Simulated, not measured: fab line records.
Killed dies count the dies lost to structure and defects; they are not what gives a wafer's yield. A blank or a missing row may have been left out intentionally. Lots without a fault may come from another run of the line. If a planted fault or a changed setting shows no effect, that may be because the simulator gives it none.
The tool behind it: which one?	flow nand-harc	11 lots with 33 wafers sampled at 6 steps, on a route of 1302 steps

## WHAT THE GAUGES SHOWED, per wafer
NHARC_P_GATE_CD_MEAS_11: target cd 1640 nm.
lot	measured	on	cd-nm (nm)
L342	day 4 13:54	cd-sem-02	1639.5 1639.3 1638.4
L344	day 5 02:54	cd-sem-03	1640.4 1639.4 1641.4
L346	day 6 04:07	cd-sem-02	1641.0 1640.8 1641.4
L347	day 6 13:07	cd-sem-02	1636.9 1639.1 1639.2
L349	day 7 08:01	cd-sem-03	1639.7 1640.3 1642.3
L350	day 7 22:58	cd-sem-01	1640.2 1640.8 1640.5
L352	day 8 10:59	cd-sem-02	1638.2 1638.6 1639.4
L354	day 9 08:47	cd-sem-01	- - -
L359	day 11 12:43	cd-sem-01	1638.2 1640.0 1640.9
L364	day 13 11:04	cd-sem-02	1636.7 1638.4 1638.1
L365	day 14 03:23	cd-sem-03	1640.6 1640.6 1640.6

NHARC_END_SORT_01.
lot	measured	on	killed-at-array	killed-at-other	killed-at-periphery	killed-dies	killed-open	killed-short
L354	day 29 03:16	prober-01	27 45 40	0 0 0	650 632 637	677 677 677	2 6 2	0 1 1

## EACH LOT AND THE TOOL THAT RAN IT (in order: tool; ch and the chambers of the sampled wafers; start)
lot	NHARC_P_ZERO_WELL_DESCUM_54	NHARC_P_STI_DESCUM_14	NHARC_P_GATE_EXPOSE_08	NHARC_P_GATE_HM_DEP_102
L342	rie-diel-10 ch 0,1,2, day 2 01:47	rie-diel-12 ch 2,3, day 2 21:14	krf-scanner-03 ch 0, day 4 13:44	acl-dep-02 ch 0, day 5 04:03
L344	rie-diel-01 ch 0,1,2, day 2 21:46	rie-diel-12 ch 0,2,3, day 3 16:03	krf-scanner-04 ch 0, day 5 02:45	acl-dep-02 ch 0, day 5 15:39
L346	rie-diel-01 ch 0,3, day 3 18:06	rie-diel-12 ch 0,1, day 4 12:49	krf-scanner-01 ch 0, day 6 03:58	acl-dep-02 ch 0, day 6 22:51
L347	rie-diel-01 ch 0,3, day 4 04:06	rie-diel-02 ch 0,2,3, day 4 21:36	krf-scanner-01 ch 0, day 6 12:58	acl-dep-01 ch 0, day 7 01:46
L349	rie-diel-05 ch 0,1, day 4 23:55	rie-diel-02 ch 1,2, day 5 17:48	krf-scanner-04 ch 0, day 7 07:51	acl-dep-02 ch 0, day 7 20:40
L350	rie-diel-05 ch 0,1,2, day 5 10:02	rie-diel-12 ch 0,1,3, day 6 07:02	krf-scanner-04 ch 0, day 7 22:49	acl-dep-03 ch 0, day 8 12:19
L352	rie-diel-05 ch 0,2, day 6 05:46	rie-diel-13 ch 0,2,3, day 7 00:33	krf-scanner-04 ch 0, day 8 10:50	acl-dep-02 ch 0, day 9 09:01
L354	rie-diel-01 ch 0,2, day 7 01:57	rie-diel-13 ch 0,1,3, day 7 18:19	krf-scanner-04 ch 0, day 9 08:38	acl-dep-03 ch 0, day 9 22:58
L359	rie-diel-05 ch 1,2,3, day 9 03:50	rie-diel-02 ch 1,2,3, day 9 20:28	krf-scanner-01 ch 0, day 11 12:34	acl-dep-02 ch 0, day 12 02:26
L364	rie-diel-05 ch 0,1,3, day 11 06:07	rie-diel-02 ch 0,2, day 11 23:14	krf-scanner-04 ch 0, day 13 10:54	acl-dep-02 ch 0, day 14 01:44
L365	rie-diel-10 ch 0,2,3, day 11 16:05	rie-diel-02 ch 1,2,3, day 12 11:55	krf-scanner-03 ch 0, day 14 03:14	acl-dep-01 ch 0, day 14 16:06
- NHARC_P_ZERO_WELL_DESCUM_54: chemistry O2, time 3 s.
- NHARC_P_STI_DESCUM_14: chemistry O2, time 3 s.
- NHARC_P_GATE_EXPOSE_08: exposes mask P HV.
- NHARC_P_GATE_HM_DEP_102: deposits aC, target thk 120 nm.

## AS READ BY THE TOOLS THEMSELVES (means over the sampled wafers that have a number; for cases with no such wafer, the mark the record gives instead)
NHARC_P_ZERO_WELL_DESCUM_54.
lot	tool	drypump-motor-current-A (A)	oes-product-au (a.u.)	rf-vpp-V (V)	showerhead-plenum-p-Torr (Torr)	throttle-valve-pct (%)
L342	rie-diel-10	5.7	0.999	58.3	2.01	11.315
L344	rie-diel-01	5.7	1.006	58.1	2.01	11.302
L346	rie-diel-01	5.6	0.994	57.5	1.98	11.312
L347	rie-diel-01	5.5	1.006	58.1	1.98	11.313
L349	rie-diel-05	5.5	0.998	57.8	1.93	11.312
L350	rie-diel-05	5.4	0.998	58.3	1.95	11.316
L352	rie-diel-05	5.0	0.997	58.1	2.03	11.316
L354	rie-diel-01	5.5	1.003	58.0	1.97	11.308
L359	rie-diel-05	5.4	1.003	57.7	1.91	11.310
L364	rie-diel-05	5.6	0.995	59.4	1.88	11.309
L365	rie-diel-10	5.6	1.002	57.4	1.95	11.311

NHARC_P_STI_DESCUM_14.
lot	tool	drypump-motor-current-A (A)	oes-product-au (a.u.)	rf-vpp-V (V)	showerhead-plenum-p-Torr (Torr)	throttle-valve-pct (%)
L342	rie-diel-12	5.8	1.001	57.7	1.87	11.304
L344	rie-diel-12	6.1	0.996	57.6	1.91	11.309
L346	rie-diel-12	6.1	0.993	58.0	1.96	11.313
L347	rie-diel-02	5.6	1.002	57.8	1.93	11.305
L349	rie-diel-02	5.5	1.002	58.3	2.04	11.302
L350	rie-diel-12	5.9	0.993	59.0	1.92	11.324
L352	rie-diel-13	5.7	1.009	57.8	1.83	11.301
L354	rie-diel-13	5.5	1.005	58.5	1.86	11.310
L359	rie-diel-02	5.4	1.010	57.7	1.99	11.315
L364	rie-diel-02	5.9	0.991	58.5	1.91	11.306
L365	rie-diel-02	5.4	1.006	59.0	1.99	11.305

NHARC_P_GATE_EXPOSE_08.
lot	tool	exposure-dose-mJ-cm2
L342	krf-scanner-03	16.733
L344	krf-scanner-04	16.733
L346	krf-scanner-01	16.767
L347	krf-scanner-01	16.768
L349	krf-scanner-04	16.752
L350	krf-scanner-04	16.755
L352	krf-scanner-04	16.755
L354	krf-scanner-04	16.753
L359	krf-scanner-01	16.761
L364	krf-scanner-04	16.763
L365	krf-scanner-03	16.734

NHARC_P_GATE_HM_DEP_102.
lot	tool	throttle-valve-pct (%)
L342	acl-dep-02	35.008
L344	acl-dep-02	35.009
L346	acl-dep-02	35.012
L347	acl-dep-01	35.000
L349	acl-dep-02	35.001
L350	acl-dep-03	35.007
L352	acl-dep-02	34.998
L354	acl-dep-03	34.997
L359	acl-dep-02	35.005
L364	acl-dep-02	34.999
L365	acl-dep-01	35.006

## THE ANSWER, worked out from the rows above alone
Rule: the usual values come from the lots themselves. The widest of any qualifying gaps counts: lots, ordered by their means at a reading, are off when they make up no more than a third of the lots, leave a main group of 4 or more, and stand apart from it by 3 or more times the standard deviation of that group's means. A main group is skipped when, at the precision printed for the reading in the tables above, its means are all equal. Also off: a lot with no number at a reading for which 4 or more lots have one. Any other lot the step has rows for is counted as sound. Order of review: gauges by route order, followed by the tools' own readings, for which a lot's mean as printed above is used. At the first step where some lot is off, the reading lying furthest off is the one used; lots without a number count as furthest.
Off: L354, at NHARC_P_GATE_CD_MEAS_11 (cd-nm). Without a number there: L354. The main group has a mean of 1639.7 nm with a standard deviation of 1.1.
A tool fits if, at a process step before that reading, it ran every lot that is off, and no sound lot after the first of them. Gauges at NHARC_P_GATE_CD_MEAS_11: tried the same way as those tools. 2 tools fit, rie-diel-01 at NHARC_P_ZERO_WELL_DESCUM_54 and rie-diel-13 at NHARC_P_STI_DESCUM_14, so this cannot tell which one it is.

## WHAT THE SIMULATOR PUT IN
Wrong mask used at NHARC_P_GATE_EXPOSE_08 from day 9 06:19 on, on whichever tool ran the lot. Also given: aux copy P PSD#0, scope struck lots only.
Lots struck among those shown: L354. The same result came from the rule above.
